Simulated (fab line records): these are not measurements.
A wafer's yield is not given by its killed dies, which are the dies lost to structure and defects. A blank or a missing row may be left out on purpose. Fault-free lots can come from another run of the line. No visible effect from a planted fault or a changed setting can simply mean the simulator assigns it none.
Which tool is to blame? ; flow nand harc ; route of 1302 steps, sampled at 1 step: 12 lots, 36 wafers

WHAT THE GAUGES SHOWED, per wafer
NHARC_P_M1_INSPECT_11.
lot;measured;on;raw defect count
L075;day 6 17:56;defect inspect-01;4 4 2
L077;day 7 11:04;defect inspect-01;6 3 7
L079;day 8 05:48;defect inspect-01;3 2 4
L081;day 9 09:02;defect inspect-02;8 10 4
L083;day 10 05:30;defect inspect-02;2 0 6
L085;day 11 07:40;defect inspect-02;2 1 0
L089;day 12 06:38;defect inspect-01;5 4 3
L088;day 12 09:26;defect inspect-01;7 6 5
L091;day 13 10:55;defect inspect-01;3 4 4
L093;day 14 06:26;defect inspect-01;4 1 1
L095;day 15 06:33;defect inspect-02;5 2 4
L097;day 15 18:36;defect inspect-02;3 6 3

WHAT TOOL EACH LOT RAN ON (gives the tool, then ch and the chambers of the sampled wafers, and finally the start)
No process step before these readings appears in the record.

THE ANSWER, worked out from the rows above alone
Rule: what is usual is taken from the lots themselves. The widest of any qualifying gaps counts: lots, ordered by their means at a reading, are off when they make up no more than a third of the lots, leave a main group of 4 or more, and stand apart from it by 3 or more times the standard deviation of that group's means. Not used: any main group whose means are identical at the precision the tables above print for the reading. A lot without any number at a reading at which 4 lots or more have one is off too. The other lots that the step has rows for count as sound.
No lot is off on any of the readings shown, so nothing can be concluded from this.

WHAT THE SIMULATOR PUT IN
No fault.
